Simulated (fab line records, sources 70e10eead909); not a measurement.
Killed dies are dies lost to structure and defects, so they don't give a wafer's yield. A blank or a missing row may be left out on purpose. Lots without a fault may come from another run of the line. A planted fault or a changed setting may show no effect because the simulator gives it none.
Which tool did it? | flow nand_harc | 13 lots, 38 wafers sampled, at 4 steps of a route of 1159

WHAT THE GAUGES READ, wafer by wafer
The record holds no reading of a measuring or inspecting step that can be judged against a usual standard deviation.

WHICH TOOL RAN EACH LOT (tool, then ch and the chambers of the sampled wafers, then the start)
lot  | NHARC_A_CHANNEL_HOLE_D1_ETCH_22  | NHARC_A_CHANNEL_HOLE_D1_ETCH_26  | NHARC_A_CHANNEL_FILL_D1_ALD_14   | NHARC_A_CHANNEL_FILL_D1_ALD_16
L614 | har_etch-01 ch 0, day 8 08:32    | har_etch-01 ch 0, day 8 11:28    | ald_hk-01 ch 0,1,2, day 8 20:44  | ald_hk-03 ch 0,2, day 9 03:01
L615 | har_etch-01 ch 0,1, day 8 23:43  | har_etch-01 ch 0,1, day 9 02:27  | ald_hk-01 ch 1,2,3, day 9 11:02  | ald_hk-03 ch 0,1, day 9 18:08
L616 | har_etch-02 ch 0,1, day 9 03:01  | har_etch-02 ch 0,1, day 9 05:55  | ald_hk-01 ch 0,1,3, day 9 18:07  | ald_hk-03 ch 0,2,3, day 9 23:14
L619 | har_etch-02 ch 0,1, day 9 14:23  | har_etch-02 ch 0,1, day 9 17:15  | ald_hk-01 ch 0,1,2, day 10 02:25 | ald_hk-01 ch 0,2, day 10 07:35
L622 | har_etch-01 ch 0,1, day 10 09:53 | har_etch-01 ch 0,1, day 10 12:47 | ald_hk-01 ch 1,3, day 10 22:17   | ald_hk-03 ch 1,3, day 11 03:14
L624 | har_etch-02 ch 0,1, day 10 23:52 | har_etch-02 ch 0,1, day 11 02:43 | ald_hk-01 ch 2,3, day 11 11:56   | ald_hk-01 ch 2,3, day 11 17:04
L628 | har_etch-02 ch 0,1, day 11 17:17 | har_etch-02 ch 0,1, day 11 20:12 | ald_hk-04 ch 1,2,3, day 12 07:04 | ald_hk-04 ch 0,1,2, day 12 12:20
L629 | har_etch-02 ch 0,1, day 12 05:18 | har_etch-02 ch 0,1, day 12 08:12 | ald_hk-04 ch 0,1,3, day 12 17:07 | ald_hk-03 ch 0,2, day 12 22:10
L631 | har_etch-01 ch 0,1, day 12 14:43 | har_etch-01 ch 0,1, day 12 17:33 | ald_hk-03 ch 0,1,2, day 13 04:13 | ald_hk-04 ch 1,2,3, day 13 09:38
L632 | har_etch-02 ch 0,1, day 12 17:54 | har_etch-02 ch 0,1, day 12 20:45 | ald_hk-03 ch 1,3, day 13 04:02   | ald_hk-04 ch 0,1,2, day 13 09:16
L633 | har_etch-02 ch 1, day 13 02:08   | har_etch-02 ch 1, day 13 05:04   | ald_hk-04 ch 1,2,3, day 13 14:16 | ald_hk-01 ch 0,2,3, day 13 20:00
L634 | har_etch-01 ch 0,1, day 13 07:12 | har_etch-01 ch 0,1, day 13 09:55 | ald_hk-01 ch 1,2,3, day 13 19:40 | ald_hk-03 ch 1,2, day 14 01:19
L637 | har_etch-01 ch 1, day 13 16:05   | har_etch-01 ch 1, day 13 18:56   | ald_hk-03 ch 0,1,3, day 14 02:46 | ald_hk-03 ch 1,3, day 14 07:53
- NHARC_A_CHANNEL_HOLE_D1_ETCH_22: etches the open film in C4F8/O2/Ar, time 666.7 s, target depth 1600 nm.
- NHARC_A_CHANNEL_HOLE_D1_ETCH_26: etches the open film in C4F8/O2/Ar, time 224.1 s, target depth 300 nm.
- NHARC_A_CHANNEL_FILL_D1_ALD_14: deposits SiO2, target thk 2.5 nm, pulse time 10 s, ald cycles 25.
- NHARC_A_CHANNEL_FILL_D1_ALD_16: deposits SiO2, target thk 1.5 nm, pulse time 10 s, ald cycles 15.

WHAT THE TOOLS THEMSELVES READ (means of the sampled wafers that have a number; where no wafer has one, the mark that the record gives instead)
NHARC_A_CHANNEL_HOLE_D1_ETCH_22. Usual: drypump_motor_current_A 5.9 A, standard deviation 0.62; showerhead_plenum_p_Torr 3.64 Torr, standard deviation 0.11; throttle_valve_pct 32.155 %, standard deviation 0.0092.
lot  | tool        | drypump_motor_current_A (A) | showerhead_plenum_p_Torr (Torr) | throttle_valve_pct (%) | flag
L614 | har_etch-01 | 6.0                         | 3.59                            | 32.149                 |
L615 | har_etch-01 | 5.8                         | 3.61                            | 32.152                 |
L616 | har_etch-02 | 5.9                         | 3.73                            | 32.157                 |
L619 | har_etch-02 | 6.3                         | 3.64                            | 32.156                 |
L622 | har_etch-01 | 5.4                         | 3.61                            | 32.148                 |
L624 | har_etch-02 | 6.1                         | 3.67                            | 32.151                 |
L628 | har_etch-02 | 5.9                         | 3.71                            | 32.145                 |
L629 | har_etch-02 | 6.3                         | 3.62                            | 32.157                 |
L631 | har_etch-01 | 5.4                         | 3.60                            | 32.155                 |
L632 | har_etch-02 | 5.9                         | 3.71                            | 32.147                 |
L633 | har_etch-02 | 5.6                         | 3.80                            | 32.161                 |
L634 | har_etch-01 | 5.4                         | 3.60                            | 32.158                 |
L637 | har_etch-01 | 5.0                         | 3.61                            | 32.156                 |

NHARC_A_CHANNEL_HOLE_D1_ETCH_26. Usual: drypump_motor_current_A 5.9 A, standard deviation 0.62; showerhead_plenum_p_Torr 3.68 Torr, standard deviation 0.11; throttle_valve_pct 24.585 %, standard deviation 0.0095.
lot  | tool        | drypump_motor_current_A (A) | showerhead_plenum_p_Torr (Torr) | throttle_valve_pct (%) | flag
L614 | har_etch-01 | 6.1                         | 3.63                            | 24.587                 |
L615 | har_etch-01 | 5.8                         | 3.65                            | 24.579                 |
L616 | har_etch-02 | 5.9                         | 3.78                            | 24.584                 |
L619 | har_etch-02 | 6.3                         | 3.68                            | 24.582                 |
L622 | har_etch-01 | 5.4                         | 3.65                            | 24.584                 |
L624 | har_etch-02 | 6.1                         | 3.72                            | 24.593                 |
L628 | har_etch-02 | 5.9                         | 3.76                            | 24.582                 |
L629 | har_etch-02 | 6.3                         | 3.66                            | 24.592                 |
L631 | har_etch-01 | 5.4                         | 3.64                            | 24.590                 |
L632 | har_etch-02 | 5.9                         | 3.75                            | 24.590                 |
L633 | har_etch-02 | 5.6                         | 3.85                            | 24.579                 |
L634 | har_etch-01 | 5.4                         | 3.64                            | 24.579                 |
L637 | har_etch-01 | 5.1                         | 3.65                            | 24.592                 |

NHARC_A_CHANNEL_FILL_D1_ALD_14. Usual: heater_power_w 475 W, standard deviation 37; precursor_pulse_height_rel 1.001, standard deviation 0.02.
lot  | tool      | heater_power_w (W) | precursor_pulse_height_rel | flag
L614 | ald_hk-01 | 472                | 1.007                      |
L615 | ald_hk-01 | 480                | 0.986                      |
L616 | ald_hk-01 | 469                | 0.996                      |
L619 | ald_hk-01 | 474                | 0.989                      |
L622 | ald_hk-01 | 536                | 1.002                      |
L624 | ald_hk-01 | 464                | 1.026                      |
L628 | ald_hk-04 | 477                | 0.999                      |
L629 | ald_hk-04 | 462                | 0.992                      |
L631 | ald_hk-03 | 479                | 0.980                      |
L632 | ald_hk-03 | 490                | 0.988                      |
L633 | ald_hk-04 | 486                | 0.975                      |
L634 | ald_hk-01 | 509                | 0.980                      |
L637 | ald_hk-03 | 490                | 1.001                      |

NHARC_A_CHANNEL_FILL_D1_ALD_16. Usual: heater_power_w 476 W, standard deviation 35; precursor_pulse_height_rel 1.003, standard deviation 0.021.
lot  | tool      | heater_power_w (W) | precursor_pulse_height_rel | flag
L614 | ald_hk-03 | 469                | 0.984                      |
L615 | ald_hk-03 | 474                | 1.021                      |
L616 | ald_hk-03 | 483                | 1.006                      |
L619 | ald_hk-01 | 445                | 0.996                      |
L622 | ald_hk-03 | 486                | 1.002                      |
L624 | ald_hk-01 | 462                | 0.996                      |
L628 | ald_hk-04 | 467                | 1.019                      |
L629 | ald_hk-03 | 476                | 1.019                      |
L631 | ald_hk-04 | 483                | 1.009                      |
L632 | ald_hk-04 | 462                | 1.017                      |
L633 | ald_hk-01 | 463                | 1.011                      |
L634 | ald_hk-03 | 475                | 0.997                      |
L637 | ald_hk-03 | 488                | 1.011                      |

THE ANSWER, worked out from the rows above alone
Rule: a lot is off if the mean of its wafers that have a number lies more than 3 standard deviations from the usual mean. A lot without any number at a reading at which 4 lots or more have one is off too. The other lots that the step has rows for count as sound. The gauges are gone through in route order, then the tools' own readings, and for those a lot's mean is taken as printed above. The first step at which some lot is off is used, and at that step the reading that is off furthest; a lot without a number counts as furthest.
No lot is off at any reading shown: from this, nothing can be told.

WHAT THE SIMULATOR HAD PUT IN
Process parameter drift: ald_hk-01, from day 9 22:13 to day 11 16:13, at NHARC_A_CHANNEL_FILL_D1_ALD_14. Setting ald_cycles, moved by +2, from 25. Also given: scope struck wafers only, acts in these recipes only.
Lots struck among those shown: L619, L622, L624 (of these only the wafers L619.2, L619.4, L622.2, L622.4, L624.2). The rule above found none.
